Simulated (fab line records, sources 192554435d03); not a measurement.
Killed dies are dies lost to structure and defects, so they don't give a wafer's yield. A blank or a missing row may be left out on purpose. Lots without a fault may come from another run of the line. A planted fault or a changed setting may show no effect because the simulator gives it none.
Chamber matching | flow n5_finfet | N5_BEOL_M3_ALD_84 on ald_metal-04: 4 sister chambers
The step deposits TaN, pulse time 2 s, purge time 3 s, co reactant purge time 2 s. 8 wafers are shown with their chamber, then 8 later ones without.

WAFERS WITH THEIR CHAMBER
wafer  | chamber | heater_power_w (W) | precursor_vessel_carrier_sccm (sccm)
L076.2 | 0       | 419                | 1001.3
L082.3 | 0       | 424                | 996.0
L084.2 | 1       | 403                | 1002.2
L084.3 | 3       | 433                | 1001.7
L085.1 | 2       | 370                | 1002.0
L085.3 | 1       | 409                | 999.4
L085.4 | 3       | 440                | 1001.7
L091.1 | 2       | 372                | 996.4

WAFERS WITHOUT THEIR CHAMBER
wafer  | heater_power_w (W) | precursor_vessel_carrier_sccm (sccm)
L091.2 | 394                | 1001.4
L091.6 | 366                | 999.0
L093.1 | 362                | 1004.5
L093.3 | 413                | 1000.3
L093.4 | 442                | 998.9
L095.4 | 432                | 1001.4
L095.5 | 367                | 995.5
L095.6 | 404                | 1003.9

WHICH CHAMBER EACH WENT THROUGH
wafer  | from the rows above     | in truth
L091.2 | 1                       | 1
L091.6 | 2                       | 2
L093.1 | 2                       | 2
L093.3 | can't be placed: 1 or 0 | 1
L093.4 | 3                       | 3
L095.4 | can't be placed: 3 or 0 | 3
L095.5 | 2                       | 2
L095.6 | 1                       | 1
Placed correctly: 6 of 8. Can't be placed from these rows: 2 (the true chamber is among the candidates in 2). Placed wrongly: 0.
How it was worked out, from the rows above alone: a wafer's distance from a chamber is the root of the sum, over the readings, of the square of ((its reading less the chamber's mean) divided by the reading's scatter). The wafer belongs to the nearest chamber; if the next one is less than 2 further off, it can't be placed. A chamber's mean is the mean of its shown wafers. The scatter: the root of (the sum of the squares of (reading less its chamber's mean) over the shown wafers, divided by (wafers less chambers)).
